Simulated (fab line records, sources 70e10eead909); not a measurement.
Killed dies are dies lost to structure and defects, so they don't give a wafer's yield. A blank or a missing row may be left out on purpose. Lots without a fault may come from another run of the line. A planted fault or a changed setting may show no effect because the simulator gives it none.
Chamber matching | flow nand_harc | NHARC_A_SLIT_ETCH_29 on rie_diel-09: 4 sister chambers
The step etches the open film in CF4/O2, target depth 100 nm, overetch 10 nm, time 55 s. 8 wafers are shown with their chamber, then 7 later ones without.

WAFERS WITH THEIR CHAMBER
wafer  | chamber | drypump_motor_current_A (A) | rf_vpp_V (V)
L078.3 | 3       | 5.86                        | 199.3
L081.3 | 0       | 5.57                        | 199.3
L081.4 | 3       | 5.93                        | 199.4
L087.2 | 1       | 5.73                        | 197.5
L087.3 | 0       | 5.57                        | 197.9
L087.5 | 1       | 5.72                        | 198.3
L089.4 | 2       | 6.15                        | 197.4
L089.5 | 2       | 6.18                        | 196.5

WAFERS WITHOUT THEIR CHAMBER
wafer  | drypump_motor_current_A (A) | rf_vpp_V (V)
L089.6 | 5.73                        | 195.6
L086.1 | 5.55                        | 198.5
L086.3 | 5.90                        | 200.4
L086.5 | 6.18                        | 196.1
L094.2 | 5.92                        | 199.2
L094.4 | 5.59                        | 197.9
L094.6 | 5.88                        | 199.2

WHICH CHAMBER EACH WENT THROUGH
wafer  | from the rows above | in truth
L089.6 | 1                   | 1
L086.1 | 0                   | 0
L086.3 | 3                   | 3
L086.5 | 2                   | 2
L094.2 | 3                   | 3
L094.4 | 0                   | 0
L094.6 | 3                   | 3
Placed correctly: 7 of 7. Can't be placed from these rows: 0. Placed wrongly: 0.
How it was worked out, from the rows above alone: a wafer's distance from a chamber is the root of the sum, over the readings, of the square of ((its reading less the chamber's mean) divided by the reading's scatter). The wafer belongs to the nearest chamber; if the next one is less than 2 further off, it can't be placed. A chamber's mean is the mean of its shown wafers. The scatter: the root of (the sum of the squares of (reading less its chamber's mean) over the shown wafers, divided by (wafers less chambers)).
